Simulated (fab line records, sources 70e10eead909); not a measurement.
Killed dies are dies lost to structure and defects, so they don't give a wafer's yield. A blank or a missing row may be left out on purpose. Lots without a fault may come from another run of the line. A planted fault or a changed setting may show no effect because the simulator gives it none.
Which tool did it? | flow nand_harc | 11 lots, 33 wafers sampled, at 5 steps of a route of 1302

WHAT THE GAUGES READ, wafer by wafer
NHARC_END_SORT_01. Usual: killed_at_array 53, standard deviation 19; killed_at_other 0.8, standard deviation 1.2; killed_at_periphery 3.7, standard deviation 2.3; killed_dies 57, standard deviation 19; killed_open 3.2, standard deviation 1.7; killed_short 2.6, standard deviation 1.8.
lot  | measured     | on        | killed_at_array | killed_at_other | killed_at_periphery | killed_dies | killed_open | killed_short | flag
L881 | day 28 22:49 | prober-02 | 666 669 69      | 0 0 1           | 4 4 2               | 670 673 72  | 1 2 6       | 5 1 1        | OFF
L884 | day 30 04:52 | prober-01 | 48 672 53       | 2 1 0           | 6 2 3               | 56 675 56   | 4 2 4       | 2 3 3        | OFF

WHICH TOOL RAN EACH LOT (tool, then ch and the chambers of the sampled wafers, then the start)
lot  | NHARC_A_STAIRCASE_TRIM_26                     | NHARC_A_STAIRCASE_TRIM_189                    | NHARC_A_STAIRCASE_TRIM_193                    | NHARC_A_STAIRCASE_ETCH_194
L871 | rie_diel-11 ch 0,1,3, day 16 07:24 or earlier | rie_diel-04 ch 0,2, day 16 07:24 or earlier   | rie_diel-04 ch 0,3, day 16 07:24 or earlier   | rie_diel-04 ch 2,3, day 16 07:24
L876 | rie_diel-08 ch 2,3, day 18 10:17 or earlier   | rie_diel-11 ch 1,2,3, day 18 10:17 or earlier | rie_diel-11 ch 0,2, day 18 10:17 or earlier   | rie_diel-11 ch 0,1,2, day 18 10:17
L875 | rie_diel-08 ch 1,3, day 18 10:49 or earlier   | rie_diel-08 ch 1,2,3, day 18 10:49 or earlier | rie_diel-08 ch 2,3, day 18 10:49 or earlier   | rie_diel-08 ch 1,2,3, day 18 10:49
L879 | rie_diel-04 ch 0,1,3, day 19 03:24 or earlier | rie_diel-08 ch 0,1,3, day 19 03:24 or earlier | rie_diel-08 ch 0,1, day 19 03:24 or earlier   | rie_diel-08 ch 1,2,3, day 19 03:24
L883 | rie_diel-08 ch 0,1, day 20 10:18 or earlier   | rie_diel-11 ch 1,2, day 20 10:18 or earlier   | rie_diel-11 ch 1,2,3, day 20 10:18 or earlier | rie_diel-11 ch 0,1,3, day 20 10:18
L881 | rie_diel-11 ch 0,1, day 20 10:30 or earlier   | rie_diel-04 ch 0,1, day 20 10:30 or earlier   | rie_diel-04 ch 2,3, day 20 10:30 or earlier   | rie_diel-04 ch 1,2, day 20 10:30
L884 | rie_diel-11 ch 0,2,3, day 20 21:16 or earlier | rie_diel-04 ch 0,1,2, day 20 21:16 or earlier | rie_diel-04 ch 0,1, day 20 21:16 or earlier   | rie_diel-04 ch 1,2,3, day 20 21:16
L889 | rie_diel-08 ch 0,3, day 23 19:55 or earlier   | rie_diel-04 ch 0,1,2, day 23 19:55 or earlier | rie_diel-04 ch 0,3, day 23 19:55 or earlier   | rie_diel-04 ch 1,2,3, day 23 19:55
L892 | rie_diel-08 ch 2,3, day 24 19:11 or earlier   | rie_diel-08 ch 0,2,3, day 24 19:11 or earlier | rie_diel-08 ch 0,2, day 24 19:11 or earlier   | rie_diel-08 ch 0,2, day 24 19:11
L894 | rie_diel-08 ch 0,1,2, day 25 03:44 or earlier | rie_diel-04 ch 1,2, day 25 03:44 or earlier   | rie_diel-04 ch 0,1,2, day 25 03:44 or earlier | rie_diel-04 ch 1,2,3, day 25 03:44
L893 | rie_diel-04 ch 0,1,2, day 25 04:03 or earlier | rie_diel-04 ch 0,2,3, day 25 04:03 or earlier | rie_diel-04 ch 0,1, day 25 04:03 or earlier   | rie_diel-04 ch 0,1,3, day 25 04:03
- NHARC_A_STAIRCASE_TRIM_26: chemistry O2, time 211.2 s.
- NHARC_A_STAIRCASE_TRIM_189: chemistry O2, time 211.2 s.
- NHARC_A_STAIRCASE_TRIM_193: chemistry O2, time 211.2 s.
- NHARC_A_STAIRCASE_ETCH_194: etches the open film in C4F8/O2, target depth 100 nm, time 40.5 s.

WHAT THE TOOLS THEMSELVES READ (means of the sampled wafers that have a number; where no wafer has one, the mark that the record gives instead)
NHARC_A_STAIRCASE_TRIM_26. Usual: chamber_pressure_mTorr 60.00 mTorr, standard deviation 0.057; drypump_motor_current_A 5.8 A, standard deviation 0.53; oes_product_au 0.999 a.u., standard deviation 0.0094; rf_vpp_V 57.6 V, standard deviation 0.81; showerhead_plenum_p_Torr 3.44 Torr, standard deviation 0.071; throttle_valve_pct 17.037 %, standard deviation 0.0088.
lot  | tool        | chamber_pressure_mTorr (mTorr) | drypump_motor_current_A (A) | oes_product_au (a.u.) | rf_vpp_V (V) | showerhead_plenum_p_Torr (Torr) | throttle_valve_pct (%) | flag
L871 | rie_diel-11 | 59.96                          | 5.8                         | 1.008                 | 58.2         | 3.49                            | 17.035                 |
L876 | rie_diel-08 | 60.01                          | 6.0                         | 1.001                 | 58.2         | 3.44                            | 17.035                 |
L875 | rie_diel-08 | 59.99                          | 5.3                         | 1.000                 | 57.6         | 3.43                            | 17.029                 |
L879 | rie_diel-04 | 60.03                          | 6.0                         | 0.997                 | 57.9         | 3.46                            | 17.032                 |
L883 | rie_diel-08 | 60.02                          | 5.0                         | 0.988                 | 56.9         | 3.48                            | 17.033                 |
L881 | rie_diel-11 | 59.96                          | 5.7                         | 0.990                 | 58.6         | 3.48                            | 17.037                 |
L884 | rie_diel-11 | 60.00                          | 5.9                         | 0.992                 | 57.3         | 3.44                            | 17.038                 |
L889 | rie_diel-08 | 59.96                          | 5.6                         | 1.005                 | 57.6         | 3.44                            | 17.038                 |
L892 | rie_diel-08 | 59.98                          | 6.1                         | 0.988                 | 57.2         | 3.36                            | 17.043                 |
L894 | rie_diel-08 | 60.02                          | 5.4                         | 1.004                 | 57.8         | 3.46                            | 17.042                 |
L893 | rie_diel-04 | 60.03                          | 6.4                         | 1.005                 | 57.3         | 3.44                            | 17.035                 |

NHARC_A_STAIRCASE_TRIM_189. Usual: chamber_pressure_mTorr 60.00 mTorr, standard deviation 0.053; drypump_motor_current_A 6.0 A, standard deviation 0.46; oes_product_au 1.001 a.u., standard deviation 0.0078; rf_vpp_V 57.6 V, standard deviation 0.84; showerhead_plenum_p_Torr 3.43 Torr, standard deviation 0.076; throttle_valve_pct 17.038 %, standard deviation 0.01.
lot  | tool        | chamber_pressure_mTorr (mTorr) | drypump_motor_current_A (A) | oes_product_au (a.u.) | rf_vpp_V (V) | showerhead_plenum_p_Torr (Torr) | throttle_valve_pct (%) | flag
L871 | rie_diel-04 | 59.98                          | 6.6                         | 0.997                 | 57.5         | 3.43                            | 17.045                 |
L876 | rie_diel-11 | 60.01                          | 6.0                         | 1.003                 | 57.1         | 3.43                            | 17.040                 |
L875 | rie_diel-08 | 59.97                          | 5.6                         | 1.002                 | 57.6         | 3.43                            | 17.036                 |
L879 | rie_diel-08 | 60.03                          | 5.4                         | 1.002                 | 58.2         | 3.44                            | 17.039                 |
L883 | rie_diel-11 | 60.06                          | 6.2                         | 0.999                 | 57.3         | 3.40                            | 17.028                 |
L881 | rie_diel-04 | 59.99                          | 6.3                         | 1.007                 | 57.6         | 3.52                            | 17.040                 |
L884 | rie_diel-04 | 59.98                          | 6.3                         | 1.003                 | 57.6         | 3.45                            | 17.035                 |
L889 | rie_diel-04 | 59.98                          | 6.4                         | 0.998                 | 57.1         | 3.44                            | 17.054                 |
L892 | rie_diel-08 | 60.04                          | 5.8                         | 1.008                 | 57.8         | 3.42                            | 17.033                 |
L894 | rie_diel-04 | 59.98                          | 6.4                         | 0.991                 | 57.5         | 3.38                            | 17.040                 |
L893 | rie_diel-04 | 60.01                          | 6.2                         | 0.997                 | 58.2         | 3.39                            | 17.036                 |

NHARC_A_STAIRCASE_TRIM_193. Usual: chamber_pressure_mTorr 60.00 mTorr, standard deviation 0.056; drypump_motor_current_A 5.9 A, standard deviation 0.51; oes_product_au 1.000 a.u., standard deviation 0.0089; rf_vpp_V 57.5 V, standard deviation 0.88; showerhead_plenum_p_Torr 3.44 Torr, standard deviation 0.073; throttle_valve_pct 17.035 %, standard deviation 0.0095.
lot  | tool        | chamber_pressure_mTorr (mTorr) | drypump_motor_current_A (A) | oes_product_au (a.u.) | rf_vpp_V (V) | showerhead_plenum_p_Torr (Torr) | throttle_valve_pct (%) | flag
L871 | rie_diel-04 | 59.98                          | 6.2                         | 1.002                 | 58.0         | 3.48                            | 17.040                 |
L876 | rie_diel-11 | 59.95                          | 5.8                         | 1.005                 | 57.5         | 3.49                            | 17.031                 |
L875 | rie_diel-08 | 59.97                          | 6.0                         | 1.005                 | 57.3         | 3.44                            | 17.022                 |
L879 | rie_diel-08 | 60.01                          | 5.0                         | 0.999                 | 58.7         | 3.49                            | 17.034                 |
L883 | rie_diel-11 | 60.00                          | 6.1                         | 0.989                 | 57.4         | 3.42                            | 17.028                 |
L881 | rie_diel-04 | 59.96                          | 6.0                         | 1.002                 | 56.7         | 3.34                            | 17.035                 |
L884 | rie_diel-04 | 60.01                          | 6.0                         | 1.000                 | 57.1         | 3.50                            | 17.029                 |
L889 | rie_diel-04 | 59.94                          | 6.2                         | 1.002                 | 56.9         | 3.46                            | 17.046                 |
L892 | rie_diel-08 | 60.00                          | 5.7                         | 1.001                 | 57.5         | 3.47                            | 17.033                 |
L894 | rie_diel-04 | 59.98                          | 6.3                         | 1.004                 | 57.6         | 3.44                            | 17.029                 |
L893 | rie_diel-04 | 60.04                          | 6.1                         | 0.998                 | 57.0         | 3.49                            | 17.034                 |

NHARC_A_STAIRCASE_ETCH_194. Usual: chamber_pressure_mTorr 25.000 mTorr, standard deviation 0.024; oes_product_au 0.941 a.u., standard deviation 0.0091; rf_vpp_V 892.6 V, standard deviation 2.9.
lot  | tool        | chamber_pressure_mTorr (mTorr) | oes_product_au (a.u.) | rf_vpp_V (V) | flag
L871 | rie_diel-04 | 25.025                         | 0.935                 | 890.0        |
L876 | rie_diel-11 | 25.011                         | 0.944                 | 893.7        |
L875 | rie_diel-08 | 25.004                         | 0.945                 | 892.3        |
L879 | rie_diel-08 | 25.004                         | 0.940                 | 893.0        |
L883 | rie_diel-11 | 25.010                         | 0.930                 | 893.9        |
L881 | rie_diel-04 | 24.977                         | 0.826                 | 892.8        | OFF
L884 | rie_diel-04 | 25.012                         | 0.893                 | 890.7        | OFF
L889 | rie_diel-04 | 24.991                         | 0.941                 | 890.7        |
L892 | rie_diel-08 | 25.020                         | 0.950                 | 892.8        |
L894 | rie_diel-04 | 25.009                         | 0.937                 | 890.7        |
L893 | rie_diel-04 | 25.016                         | 0.942                 | 892.1        |

THE ANSWER, worked out from the rows above alone
Rule: a lot is off if the mean of its wafers that have a number lies more than 3 standard deviations from the usual mean. A lot without any number at a reading at which 4 lots or more have one is off too. The other lots that the step has rows for count as sound. The gauges are gone through in route order, then the tools' own readings, and for those a lot's mean is taken as printed above. The first step at which some lot is off is used, and at that step the reading that is off furthest; a lot without a number counts as furthest.
Off: L881, L884, at NHARC_END_SORT_01 (killed_at_array). Neither off nor sound, because the step has no rows for them: L871, L876, L875, L879, L883, L889, L892, L894, L893.
A tool fits if, at a process step before that reading, it ran every lot that is off, and no sound lot after the first of them. The gauges at NHARC_END_SORT_01 aren't tried: what is off there is off at NHARC_A_STAIRCASE_ETCH_194 too, on other tools, and a gauge's error can't cause that. NHARC_A_STAIRCASE_TRIM_26 gives no start for some lots, so the hours and the order of its lots are those of NHARC_A_STAIRCASE_ETCH_194. NHARC_A_STAIRCASE_TRIM_189 gives no start for some lots, so the hours and the order of its lots are those of NHARC_A_STAIRCASE_ETCH_194. NHARC_A_STAIRCASE_TRIM_193 gives no start for some lots, so the hours and the order of its lots are those of NHARC_A_STAIRCASE_ETCH_194. Can't be told from this: 2 tools fit, rie_diel-11 at NHARC_A_STAIRCASE_TRIM_26, rie_diel-04 at NHARC_A_STAIRCASE_TRIM_189 and NHARC_A_STAIRCASE_TRIM_193 and NHARC_A_STAIRCASE_ETCH_194.

WHAT THE SIMULATOR HAD PUT IN
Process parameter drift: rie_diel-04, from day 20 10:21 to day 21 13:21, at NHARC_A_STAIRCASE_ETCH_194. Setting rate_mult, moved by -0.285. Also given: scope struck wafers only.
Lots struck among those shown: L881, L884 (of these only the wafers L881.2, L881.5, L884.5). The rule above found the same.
